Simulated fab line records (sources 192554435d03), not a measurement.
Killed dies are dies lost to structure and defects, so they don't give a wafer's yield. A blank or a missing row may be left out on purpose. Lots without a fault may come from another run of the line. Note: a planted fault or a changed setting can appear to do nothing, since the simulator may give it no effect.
fab line records	flow n5_finfet
record lots=4	wafers=12	last_day=17
route steps=1938 shown MOL_CONTACT_COAG@621 BEOL_M0_SAQP@632 BEOL_M0@743 BEOL_M4@1111 PASSIVATION@1936
lots that met no fault: taken from a fault-free run of the same line
start_h: start of the lot's first displayed wafer, in hours after the record's first day	wait_h: hours elapsed since this lot's preceding step	" same as the row above	L1.1+2: a row that stands for several wafers	- no value, or no start given	* or withheld: withheld	< > ~ a bound
route shown NAME@n: a module of which the file shows steps, and the number in the route of the first	usual: mean/standard deviation of fault-free wafers	same: alike in all rows	chamber/n: place in a boat	sites: per-site readings	_std_site: standard deviation of those values	_edge_site: outer sites' mean less inner sites'	radius_mm: how far each site lies from the wafer's centre	mask NAME#n: copy n	behind: the last tool/chamber to shape the wafer	hold: cause of the lot's hold/its duration in hours/its outcome	device: names the non-switching transistor (n, p or np)	end of line: tests run on the same wafers once the route is complete	a step given without rows: its recipe and nothing more	killed: not the wafer's yield, but the dies lost to structure and defects at the first sort	map: the dies of a wafer, with x for killed, . for not killed, _ for no die there
set.NAME: the run value of the setting; set.NAME@STEP: its run value at that earlier step	model.NAME: the simulator's own value behind a step, which no gauge read
a table for each step, a row for each wafer; lots at some steps of the route
services: when a tool's chamber went out of use (start_h, in hours from the record's first day, below 0 if earlier), for how many hours, and the reason
## steps
# step N5_MOL_CONTACT_COAG_SRD_139
# recipe dry=ipa_marangoni	time_s=30	temp_c=23	rinse_liquid=diw
# step N5_MOL_CONTACT_COAG_PRE_CLEAN_121
# recipe gas=H2/He	time_s=*	temp_c=withheld
# step N5_MOL_CONTACT_COAG_CVD_140
# recipe material=W	target_thk_a=665	mode=selective_fill	temp_c=300	time_s=215
# step N5_MOL_CONTACT_COAG_PRECLEAN_127
# recipe chemistry=DIW	time_s=57.5	temp_c=23
# step N5_MOL_CONTACT_COAG_SRD_128
# recipe dry_time_s=32	dry=n2_spin	spin_rpm=1500
# step N5_MOL_CONTACT_COAG_CMP_52
# recipe stop_on=SiO2	t_overpolish_s=1.5	post_cmp_clean=w_dilute_nh4oh	down_force_psi=4	platen_rpm=50.289	pad_velocity_m_s=1.0006	target_thk_nm=66.5
# step N5_MOL_CONTACT_COAG_ANNEAL_112
# recipe temp_c=400	time_s=1800	ambient=HPD2	pressure_atm=10
# step N5_BEOL_M0_SAQP_PECVD_00
# recipe material=SiCN	target_thk_a=80	temp_c=withheld	precursor=3MS/NH3	pressure_torr=3	rf_w=202	time_s=14
# step N5_BEOL_M0_SAQP_ILD_DEP_01
# recipe material=SiOC	target_thk_a=454.19	temp_c=350	precursor=DEMS/O2	pressure_torr=5	rf_w=500	time_s=8.7
# usual heater_power_w=482/75	showerhead_plenum_p_Torr=5.699/0.014	throttle_valve_pct=11.6/0.7
lot.wafer	tool	chamber	start_h	wait_h	heater_power_w	showerhead_plenum_p_Torr	throttle_valve_pct	model.SiOC_of_BEOL_M0_SAQP_ILD_DEP_01.thk_nm
L102.1	pecvd-03	2	116.32	0.0	395	5.705	10.6	44.4
L102.2	"	1	"	"	519	5.730	12.1	45
L102.5	"	0	"	"	397	5.706	11.3	45.6
L114.1	pecvd-03	0	191.09	0.0	392	5.705	11.5	45.2
L114.3	"	1	"	"	533	5.703	12.1	45
L114.5	"	0	"	"	393	5.714	11.3	43.2
L117.2	pecvd-03	2	209.66	0.0	426	5.705	10.8	42.6
L117.3	"	0	"	"	374	5.709	11.3	44.6
L117.5	"	2	"	"	417	5.714	10.9	43
L121.1	pecvd-02	2	231.53	0.0	564	5.657	11.3	44.2
L121.3	"	1	"	"	571	5.696	12.2	44.6
L121.4	"	1	"	"	578	5.684	12.3	45.4
# step N5_BEOL_M0_SAQP_HM_DEP_02
# recipe material=TiN	target_thk_a=120	temp_c=25	chamber_pressure_pa=0.49996
# step N5_BEOL_M0_SAQP_PECVD_03
# recipe material=SiCN	target_thk_a=120	temp_c=withheld	precursor=3MS/NH3	pressure_torr=3	rf_w=202	time_s=21.1
# step N5_BEOL_M0_SAQP_PECVD_96
# recipe material=a-Si	target_thk_a=450	temp_c=350	precursor=SiH4/He	pressure_torr=3	rf_w=100	time_s=45.2
# step N5_BEOL_M0_SAQP_PECVD_97
# recipe material=SiNx	target_thk_a=230	temp_c=350	precursor=SiH4/NH3/N2	pressure_torr=1.5	rf_w=300	time_s=19.9
# step N5_BEOL_M0_SAQP_PECVD_04
# recipe material=a-Si	target_thk_a=600	temp_c=350	precursor=SiH4/He	pressure_torr=3	rf_w=100	time_s=60.2
# step N5_BEOL_M0_SAQP_HM_DEP_111
# recipe material=SiO2	target_thk_a=120	temp_c=400	precursor=SiH4/N2O	pressure_torr=0.75	rf_w=275	time_s=7.2
# step N5_BEOL_M0_SAQP_COAT_81
# recipe resist=SOC	temp_c=250	time_s=60	spin_rpm=1500	resist_thk_nm=100
# step N5_BEOL_M0_SAQP_COAT_82
# recipe resist=SiARC	temp_c=220	time_s=60	spin_rpm=1500	resist_thk_nm=30
# step N5_BEOL_M0_SAQP_COAT_08
# recipe resist=CAR-ArF	spin_rpm=1500	resist_thk_nm=90
# step N5_BEOL_M0_SAQP_EBR_10
# recipe solvent=PGMEA	ebr_width_mm=1.5
# step N5_BEOL_M0_SAQP_SOFTBAKE_09
# recipe temp_c=110	time_s=60	resist=CAR-ArF
# step N5_BEOL_M0_SAQP_EXPOSE_11
# recipe mask_id=M0_CORE	na=1.35	source_shape=dipole	sigma_inner=0.538	sigma_outer=0.738	polarization=te	target_cd_nm=42	dose_mj=55
# step N5_BEOL_M0_SAQP_PEB_12
# recipe peb_temp_c=withheld	peb_time_s=60	resist=CAR-ArF
# step N5_BEOL_M0_SAQP_DEVELOP_13
# recipe develop_time_s=30	developer=TMAH	resist=CAR-ArF	dev_temp_c=23	rinse_liquid=diw	dry=air_spin
# step N5_BEOL_M0_SAQP_DESCUM_19
# recipe chemistry=O2	time_s=7.9	source_power_w=50	bias_power_w=20	pressure_mtorr=20	rf_frequency_hz=2.712e+07	temp_c=40	resist=CAR-ArF	o2_flow_sccm=225
# step N5_BEOL_M0_SAQP_ETCH_83
# recipe chemistry=CF4	target=SiARC	target_depth_a=390	mask_material=CAR-ArF	time_s=65	ion_energy_ev=80	pressure_mtorr=40	source_w=545	bias_w=36	Ar_flow_sccm=100	cf4_flow_sccm=100	ends=cleared
# step N5_BEOL_M0_SAQP_ETCH_84
# recipe chemistry=N2/H2	target=SOC	target_depth_a=1000	overetch_a=200	mask_material=SiARC	temp_c=40	time_s=150	ion_energy_ev=200	pressure_mtorr=30	source_w=840	bias_w=150	n2_flow_sccm=200	h2_flow_sccm=200
# step N5_BEOL_M0_SAQP_STRIP_80
# recipe chemistry=N2/H2	temp_c=40	n2_flow_sccm=200	h2_flow_sccm=200	rf_frequency_hz=6e+07
# step N5_BEOL_M0_SAQP_HM_OPEN_112
# recipe chemistry=CHF3/O2	target=SiO2	stop_on=a-Si	target_depth_a=120	over_etch_frac=1.25	mask_material=SOC	time_s=13.5	pressure_mtorr=30	source_w=650	bias_w=170	Ar_flow_sccm=200	CHF3_flow_sccm=50	O2_flow_sccm=5	ion_energy_ev=200	ends=end_point
# step N5_BEOL_M0_SAQP_STRIP_113
# recipe chemistry=CHF3/O2	resist=SiARC	rf_frequency_hz=6e+07
# step N5_BEOL_M0_SAQP_MANDREL_ETCH_20
# recipe target_depth_a=600	chemistry=HBr/Cl2	target=a-Si	stop_on=SiNx	bt_time_s=10	mask_material=SOC	over_etch_frac=0.5	time_s=30	pressure_mtorr=10	icp_w=800	bias_w=75	HBr_flow_sccm=150	Cl2_flow_sccm=80	ends=end_point
# step N5_BEOL_M0_SAQP_STRIP_86
# recipe chemistry=N2/H2	power_w=500	temp_c=40	pressure_mtorr=50	rf_frequency_hz=6e+07	overash_fraction=0.3	bias_power_w=28	h2_frac=0.5	n2_flow_sccm=300	h2_flow_sccm=300
# step N5_BEOL_M0_SAQP_STRIP_115
# recipe chemistry=post_etch_residue_remover	time_s=60	temp_c=25	remover_ph=withheld	remover_water_wt_pct=withheld	remover_fluoride_wt_pct=withheld
# step N5_BEOL_M0_SAQP_SRD_93
# recipe dry=ipa_marangoni	time_s=30	temp_c=23	rinse_liquid=diw
# step N5_BEOL_M0_SAQP_RECESS_114
# recipe chemistry=HF/NH3	target=SiO2	target_depth_a=144	afs_cycles=3	temp_c=30	sublimation_temp_c=180	sublimation_time_s=60
# step N5_BEOL_M0_CMP_120
# recipe stop_on=SiOC	t_overpolish_s=6.9	down_force_psi=1	platen_rpm=50	clearing_platen_down_force_psi=1.5	clearing_platen_rpm=50	post_cmp_clean=cu_alkaline	clearing_platen_pad_velocity_m_s=0.99484	pad_velocity_m_s=0.99484
# usual barrier_field_endpoint_s=3.62/0.12	motor_current_A=5.8/0.61	overpolish_run_s=6.900/0.0086	time_to_endpoint_s=62.7/2.7
lot.wafer	tool	chamber	start_h	wait_h	barrier_field_endpoint_s	motor_current_A	overpolish_run_s	time_to_endpoint_s	model.SiOC_of_BEOL_M0_SAQP_ILD_DEP_01.thk_nm
L102.1	cmp-03	2	132.51	0.3	3.60	6.7	6.890	67.3	38.4
L102.2	"	3	"	"	3.48	7.5	6.893	62.1	39
L102.5	"	2	"	"	3.52	6.6	6.891	63.9	39.6
L114.1	cmp-04	3	204.43	0.3	3.77	5.5	6.900	65.4	39.2
L114.3	"	2	"	"	3.68	6.0	6.902	60.4	39
L114.5	"	3	"	"	3.58	5.5	6.903	65.3	37.2
L117.3	cmp-02	1	223.46	0.2	3.64	5.8	6.898	60.3	38.6
L117.2	"	0	"	"	3.63	5.0	6.899	60.6	36.6
L117.5	"	1	"	"	3.61	6.1	6.896	58.2	37
L121.4	cmp-02	1	248.10	0.1	3.55	5.7	6.893	60.0	39.4
L121.1	"	3	"	"	3.76	6.2	6.889	62.1	38.2
L121.3	"	0	"	"	3.77	5.4	6.894	66.6	38.4
# step N5_BEOL_M4_RC_MEAS_101
# usual DIBL_N=36.5/1.4	DIBL_P=36.5/1.6	IOFF_N=0.163/0.022	IOFF_P=0.219/0.029	ION_N=675/8.3	ION_P=464/6.2	SS_N=71.5/0.52	SS_P=73.4/0.57	VT_N=249.7/2.6	VT_P=-250/3
lot.wafer	tool	chamber	start_h	wait_h	DIBL_N[mV/V]	DIBL_P[mV/V]	IOFF_N[nA/um]	IOFF_P[nA/um]	ION_N[uA/um]	ION_P[uA/um]	SS_N[mV/dec]	SS_P[mV/dec]	VT_N[mV]	VT_P[mV]
L102.1	prober-01	0	183.17	0.0	35.1	35.4	0.143	0.181	667	453	70.8	73.2	250.3	-253
L102.2	"	0	"	"	35.9	36.8	0.167	0.206	674	459	72.0	73.4	246.6	-252
L102.5	"	0	"	"	34.9	34.7	0.136	0.169	661	455	71.5	73.3	251.5	-255
L114.1	prober-02	0	258.55	0.0	35.7	37.0	0.156	0.231	670	464	71.7	73.9	252.4	-247
L114.3	"	0	"	"	37.2	38.7	0.187	0.253	673	463	72.3	73.9	248.2	-248
L114.5	"	0	"	"	36.4	37.9	0.164	0.237	672	466	71.9	74.1	249.8	-247
L117.2	prober-02	0	272.07	0.2	37.1	37.8	0.176	0.255	689	472	71.9	74.0	248.2	-246
L117.3	"	0	"	"	36.8	37.0	0.186	0.239	685	466	71.5	73.9	244.8	-247
L117.5	"	0	"	"	37.0	37.2	0.177	0.246	686	472	72.0	73.8	248.6	-246
L121.1	prober-01	0	298.21	0.0	36.8	37.1	0.175	0.198	666	450	71.4	73.8	251.3	-254
L121.3	"	0	"	"	35.0	35.4	0.141	0.176	665	456	70.8	73.8	251.7	-255
L121.4	"	0	"	"	34.0	34.5	0.126	0.160	660	454	71.0	73.5	253.9	-253
# step N5_PASSIVATION_PROBE_49
# usual defect_limited_yield=91.2/1.6	killed_at_M0_to_M3=33/11	killed_at_M4_up=15/6.2	killed_at_contacts=15/7.1	killed_at_front_end=38/12	killed_at_other=4/3.5	killed_dies=104/19	killed_open=69/14	killed_short=34/8.5	sort_bin_5_function=5.2/0.99	sort_bin_6_memory=3.3/0.77	sort_n_pass=1076/19	sort_yield_pct=91.2/1.6
# same gross_dies=1180	killed_at_back_side=0	sort_bin_4_leakage[%]=0	sort_bin_8_speed[%]=0
lot.wafer	tool	chamber	start_h	wait_h	defect_limited_yield[%]	killed_at_M0_to_M3	killed_at_M4_up	killed_at_contacts	killed_at_front_end	killed_at_other	killed_dies	killed_open	killed_short	sort_bin_5_function[%]	sort_bin_6_memory[%]	sort_n_pass	sort_yield_pct[%]
L117.2	prober-01	-	374.44	0.1	92.5	29	18	13	28	1	89	60	27	4.2	3.2	1091	92.5
# killed by level:class
L117.2 MOL_CONTACT_COAG:geometric_particle:open=10 BEOL_M2:geometric_particle:open=9 BEOL_M4:geometric_particle:open=7 FIN_SAQP:geometric_particle:short=7 FIN_SAQP:geometric_particle:open=6 BEOL_M0_SAQP:geometric_particle:open=5 BEOL_M1:geometric_particle:open=4 BEOL_M5:geometric_particle:open=4
## services
tool	chamber	start_h	hours	kind
cmp-04	-	95.41	4.0	pm
pecvd-02	-	95.69	5.5	pm
cmp-04	-	99.41	-	consumable_replace:conditioner
cmp-04	-	99.41	-	consumable_replace:pad
cmp-03	-	105.77	0.9	repair
pecvd-02	1	114.91	3.9	repair
pecvd-02	-	115.03	2.8	pm
cmp-03	-	118.45	1.5	repair
cmp-02	-	121.46	6.8	pm
pecvd-03	1	122.13	5.5	scheduled_down
pecvd-02	-	126.84	1.8	repair
cmp-03	-	145.48	0.9	repair
pecvd-02	-	153.91	0.3	repair
cmp-02	-	183.81	2.2	repair
pecvd-03	1	194.71	2.1	scheduled_down
pecvd-02	2	202.40	-	clean
pecvd-02	2	202.40	-	consumable_replace:showerhead
pecvd-02	2	202.40	29.0	scheduled_down
pecvd-02	2	202.40	29.0	vent_cycle
pecvd-03	0	229.88	2.1	scheduled_down
cmp-04	-	232.63	0.3	repair
cmp-04	-	246.71	8.5	pm
## key
first_sign none at tools or gauges
model_effect step=N5_BEOL_M0_SAQP_ILD_DEP_01	value=SiOC_of_BEOL_M0_SAQP_ILD_DEP_01.thk_nm	without=44.93	struck=42.93
model_effect step=N5_BEOL_M0_CMP_120	value=SiOC_of_BEOL_M0_SAQP_ILD_DEP_01.thk_nm	without=38.93	struck=36.93
met_at N5_BEOL_M0_SAQP_ILD_DEP_01
struck_wafers L114.5,L117.2,L117.5
onset_between 116.32 191.09
fault kind=process_parameter_drift	tool=pecvd-03	chamber=-	onset_h=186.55	steps=N5_BEOL_M0_SAQP_ILD_DEP_01	channel=time_s	offset=*	shape=step	end_h=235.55	scope=struck_wafers_only	acts_in=*	stated=*
